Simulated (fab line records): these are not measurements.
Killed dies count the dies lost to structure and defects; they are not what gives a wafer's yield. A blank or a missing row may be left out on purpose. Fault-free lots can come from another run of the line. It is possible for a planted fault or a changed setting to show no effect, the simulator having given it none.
fab line records -- flow n5Finfet -- part 2 of 2: steps 25 to 28 of 28
record: lots: 5, wafers: 15, lastDay: 18
route steps=1938 shown GATE_CUT@504 MOL_CONTACT_COAG@517
lots untouched by any fault: they come from a run of this same line in which no faults occurred
startH: hours from the record's opening day to when the first of the lot's shown wafers began -- waitH: how many hours have passed since the lot's step before this one -- " repeats the value in the row above -- L1.1+2: a row that stands for several wafers -- - no value present, or no start provided -- * or withheld: withheld -- < > ~ a bound
route shown NAME@n: NAME is a module with steps in the file, n the number in the route of the first one -- usual: mean/standard deviation taken from wafers without a fault -- same: alike in all rows -- chamber/n: place in a boat -- sites: readings site by site -- _std_site: the standard deviation of these -- _edge_site: outer sites' mean less inner sites' -- radiusMm: for every site, how far away it sits from the centre of the wafer -- mask NAME#n: copy n -- behind: the most recent tool/chamber to have shaped the wafer -- hold: why the lot was held/for how many hours/how that ended -- device: the n, p or np transistor that did not switch -- end of line: tests run on the same wafers once the route is complete -- a step with no rows: only its recipe -- killed: dies that structure and defects cost at the first sort, which is not the same as the wafer's yield -- map: a wafer's dies, marking killed ones x, the rest . and places with no die _
set.NAME: the setting the step ran with; set.NAME@STEP: the setting that earlier step ran with -- model.NAME: the simulator's own value behind a step, which no gauge read
lots at some steps of the route; a table a step, a row a wafer
services: when a tool's chamber went out of use (startH, in hours from the record's first day, below 0 if earlier), for how many hours, and the reason
== steps ==
step: N5_MOL_CONTACT_COAG_DESCUM_13
recipe: chemistry: O2, timeS: 7, sourcePowerW: 50, biasPowerW: 20, pressureMtorr: 20, rfFrequencyHz: 2.712e+07, tempC: 40, resist: CAR-EUV, o2FlowSccm: 225
usual: biasPowerW: 19.99/0.065, drypumpMotorCurrentA: 5.8/0.37, oesProductAu: 0.79/0.086, rfFwdPowerW: 49.37/0.23, rfVppV: 243.0/1.3, showerheadPlenumPTorr: 2.07/0.062, throttleValvePct: 20.40/0.25
lot.wafer,tool,chamber,startH,waitH,biasPowerW,drypumpMotorCurrentA,oesProductAu,rfFwdPowerW,rfHoursCounterH,rfVppV,showerheadPlenumPTorr,throttleValvePct
L075.2,rieDiel-04,2,91.92,0.3,19.92,5.6,0.78,49.42,148,243.6,2.17,20.71
L075.3,rieDiel-04,0,91.92,0.3,19.97,5.5,0.90,49.41,41,242.6,2.05,20.07
L075.4,rieDiel-04,3,91.92,0.3,20.06,5.6,0.91,49.63,9,245.8,2.23,20.44
L083.1,rieDiel-01,3,141.39,0.1,19.87,5.7,0.79,49.06,107,243.0,2.02,20.61
L083.3,rieDiel-01,1,141.39,0.1,19.98,5.9,0.69,49.44,216,242.9,2.08,20.51
L083.4,rieDiel-01,2,141.39,0.1,19.97,6.2,0.72,49.44,191,243.5,2.09,20.34
L086.2,rieDiel-01,3,159.16,0.0,19.98,5.7,0.78,49.20,113,241.0,2.02,20.61
L086.3,rieDiel-01,0,159.16,0.0,19.97,6.1,0.83,49.33,90,242.5,2.03,20.12
L086.6,rieDiel-01,1,159.16,0.0,20.05,6.0,0.69,49.64,-,241.8,2.07,20.51
L090.4,rieDiel-03,1,187.45,0.0,19.92,6.4,0.94,49.69,12,242.4,2.05,20.01
L090.5,rieDiel-03,0,187.45,0.0,20.09,5.1,0.98,49.36,-,242.6,2.05,20.21
L090.6,rieDiel-03,1,187.45,0.0,19.99,6.4,0.95,49.57,-,242.6,2.05,19.99
L093.1,rieDiel-03,0,203.83,0.0,20.09,5.1,0.94,49.48,9,243.7,2.04,20.22
L093.2,rieDiel-03,3,203.83,0.0,19.99,5.9,0.76,49.19,173,242.0,2.00,20.63
L093.5,rieDiel-03,3,203.83,0.0,19.91,5.9,0.75,49.35,-,242.2,2.00,20.61
step: N5_MOL_CONTACT_COAG_ETCH_59
recipe: chemistry: N2/H2, target: underlayer, targetDepthA: 130, maskMaterial: CAR-EUV, timeS: 10.4, ionEnergyEv: 200, pressureMtorr: 30, sourceW: 840, biasW: 150, n2FlowSccm: 200, h2FlowSccm: 200, ends: cleared
usual: drypumpMotorCurrentA: 5.9/0.36, etchRfOnTimeS: 10.35/0.18, oesProductAu: 0.68/0.072, rfFwdPowerW: 819.7/2.7, rfVppV: 523.3/2.4, showerheadPlenumPTorr: 2.52/0.074, throttleValvePct: 17.83/0.23
lot.wafer,tool,chamber,startH,waitH,drypumpMotorCurrentA,etchRfOnTimeS,oesProductAu,rfFwdPowerW,rfHoursCounterH,rfVppV,showerheadPlenumPTorr,throttleValvePct
L075.2,rieDiel-04,2,91.96,0.0,5.6,10.42,0.66,822.6,148,526.7,2.64,18.13
L075.3,rieDiel-04,0,91.96,0.0,5.5,10.04,0.77,821.1,41,521.5,2.48,17.44
L075.4,rieDiel-04,3,91.96,0.0,5.6,10.35,0.78,824.7,9,528.9,2.70,17.76
L083.1,rieDiel-01,3,141.43,0.0,5.8,10.11,0.69,818.4,107,521.6,2.46,18.01
L083.3,rieDiel-01,1,141.43,0.0,6.0,10.26,0.60,819.0,216,523.4,2.52,17.86
L083.4,rieDiel-01,2,141.43,0.0,6.2,10.65,0.60,819.5,191,523.6,2.52,17.81
L086.2,rieDiel-01,3,159.20,0.0,5.8,10.10,0.68,817.6,113,519.2,2.46,18.02
L086.3,rieDiel-01,0,159.20,0.0,6.0,10.34,0.71,821.6,90,520.6,2.46,17.56
L086.6,rieDiel-01,1,159.20,0.0,5.9,10.45,0.59,821.1,-,523.2,2.52,17.91
L090.4,rieDiel-03,1,187.49,0.0,6.3,10.41,0.81,820.5,12,520.6,2.50,17.45
L090.5,rieDiel-03,0,187.49,0.0,5.1,10.21,0.83,819.6,-,521.5,2.50,17.72
L090.6,rieDiel-03,1,187.49,0.0,6.3,10.27,0.81,819.2,-,522.8,2.50,17.44
L093.1,rieDiel-03,0,203.87,0.0,5.1,10.17,0.80,820.3,9,523.5,2.50,17.72
L093.2,rieDiel-03,3,203.87,0.0,5.9,10.18,0.65,819.0,173,519.4,2.43,18.18
L093.5,rieDiel-03,3,203.87,0.0,5.9,10.26,0.65,822.6,-,520.8,2.43,18.18
step: N5_MOL_CONTACT_COAG_ETCH_105
recipe: chemistry: CF4, target: SiARC, targetDepthA: 156, maskMaterial: CAR-EUV, timeS: 26, ionEnergyEv: 80, pressureMtorr: 40, sourceW: 545, biasW: 36, Ar_flow_sccm: 100, cf4FlowSccm: 100, ends: cleared
usual: drypumpMotorCurrentA: 5.8/0.37, etchRfOnTimeS: 26.0/0.52, oesProductAu: 0.68/0.072, rfFwdPowerW: 532.1/1.8, rfVppV: 183.8/1.1, showerheadPlenumPTorr: 2.12/0.061, throttleValvePct: 15.58/0.26
lot.wafer,tool,chamber,startH,waitH,drypumpMotorCurrentA,etchRfOnTimeS,oesProductAu,rfFwdPowerW,rfHoursCounterH,rfVppV,showerheadPlenumPTorr,throttleValvePct
L075.2,rieDiel-04,2,91.98,0.0,5.6,26.4,0.66,532.8,148,184.9,2.23,15.97
L075.3,rieDiel-04,0,91.98,0.0,5.5,25.4,0.76,532.2,41,182.4,2.10,15.22
L075.4,rieDiel-04,3,91.98,0.0,5.6,26.5,0.77,531.3,9,186.6,2.28,15.60
L083.1,rieDiel-01,3,141.45,0.0,5.8,25.1,0.68,530.4,107,184.0,2.08,15.76
L083.3,rieDiel-01,1,141.45,0.0,5.9,25.7,0.60,532.4,216,184.1,2.12,15.69
L083.4,rieDiel-01,2,141.45,0.0,6.2,26.3,0.61,535.6,191,183.7,2.13,15.52
L086.2,rieDiel-01,3,159.22,0.0,5.7,25.0,0.68,532.1,113,183.9,2.07,15.77
L086.3,rieDiel-01,0,159.22,0.0,6.1,26.0,0.71,532.0,90,183.0,2.07,15.23
L086.6,rieDiel-01,1,159.22,0.0,6.0,26.0,0.59,533.1,-,184.4,2.11,15.71
L090.4,rieDiel-03,1,187.51,0.0,6.4,25.8,0.80,532.0,12,184.5,2.10,15.18
L090.5,rieDiel-03,0,187.51,0.0,5.1,25.6,0.82,531.7,-,183.6,2.10,15.40
L090.6,rieDiel-03,1,187.51,0.0,6.4,25.7,0.80,530.6,-,183.0,2.10,15.19
L093.1,rieDiel-03,0,203.89,0.0,5.1,25.6,0.79,532.5,9,183.2,2.10,15.43
L093.2,rieDiel-03,3,203.89,0.0,5.9,25.7,0.65,531.8,173,184.0,2.06,15.85
L093.5,rieDiel-03,3,203.89,0.0,5.9,25.6,0.65,531.4,-,182.3,2.06,15.87
step: N5_MOL_CONTACT_COAG_ETCH_106
recipe: chemistry: N2/H2, target: SOC, targetDepthA: 800, overetchA: 160, maskMaterial: SiARC, tempC: 40, timeS: 120, ionEnergyEv: 200, pressureMtorr: 30, sourceW: 840, biasW: 150, n2FlowSccm: 200, h2FlowSccm: 200
usual: drypumpMotorCurrentA: 5.9/0.37, oesProductAu: 0.71/0.072, rfFwdPowerW: 835.6/2.9, rfVppV: 523.2/2.3, showerheadPlenumPTorr: 2.52/0.074, throttleValvePct: 17.81/0.23
lot.wafer,tool,chamber,startH,waitH,drypumpMotorCurrentA,oesProductAu,rfFwdPowerW,rfHoursCounterH,rfVppV,showerheadPlenumPTorr,throttleValvePct
L075.2,rieDiel-04,2,92.00,0.0,5.6,0.69,835.9,148,528.5,2.64,18.11
L075.3,rieDiel-04,0,92.00,0.0,5.5,0.80,839.3,41,522.8,2.48,17.41
L075.4,rieDiel-04,3,92.00,0.0,5.6,0.81,832.5,9,529.0,2.70,17.74
L083.1,rieDiel-01,3,141.47,0.0,5.7,0.70,832.2,107,521.4,2.46,17.97
L083.3,rieDiel-01,1,141.47,0.0,5.9,0.62,835.0,216,522.5,2.52,17.84
L083.4,rieDiel-01,2,141.47,0.0,6.2,0.65,839.3,191,524.0,2.52,17.78
L086.2,rieDiel-01,3,159.24,0.0,5.7,0.69,838.2,113,521.0,2.46,17.99
L086.3,rieDiel-01,0,159.24,0.0,6.1,0.75,836.2,90,522.1,2.46,17.57
L086.6,rieDiel-01,1,159.24,0.0,6.0,0.62,836.6,-,521.8,2.52,17.86
L090.4,rieDiel-03,1,187.53,0.0,6.3,0.84,840.3,12,522.7,2.50,17.44
L090.5,rieDiel-03,0,187.53,0.0,5.1,0.86,831.8,-,523.5,2.50,17.69
L090.6,rieDiel-03,1,187.53,0.0,6.4,0.84,842.6,-,521.8,2.50,17.44
L093.1,rieDiel-03,0,203.92,0.0,5.1,0.83,838.6,9,524.0,2.50,17.70
L093.2,rieDiel-03,3,203.92,0.0,5.9,0.67,840.7,173,519.9,2.43,18.15
L093.5,rieDiel-03,3,203.92,0.0,6.0,0.67,837.4,-,519.9,2.43,18.15
== services ==
tool,chamber,startH,hours,kind
rieDiel-03,3,64.49,20.8,repair
aldSin-04,1,73.53,2.1,repair
wetBench-06,-,77.45,4.2,repair
cmp-01,-,80.62,2.4,repair
rieMetal-02,0,81.29,16.5,repair
rieDiel-03,2,88.25,5.0,repair
euvScanner-02,-,92.07,1.0,pm
euvScanner-01,-,96.94,1.0,pm
euvScanner-01,-,97.95,4.6,pm
rieMetal-02,-,108.99,2.8,pm
wetBench-03,-,111.25,1.9,pm
cmp-04,-,134.97,0.8,repair
wetBench-01,-,136.52,1.8,repair
cmp-01,-,139.81,3.7,pm
cmp-04,-,145.28,1.4,repair
euvScanner-01,-,153.07,1.0,pm
rieDiel-04,1,154.12,31.9,repair
euvScanner-01,-,157.39,1.9,repair
plasmaAsher-02,-,160.82,2.8,pm
cmp-02,-,160.82,0.3,repair
cmp-01,-,182.05,0.7,repair
cmp-04,-,191.68,0.3,repair
wetBench-01,-,202.91,1.0,repair
rieDiel-01,1,203.47,7.2,repair
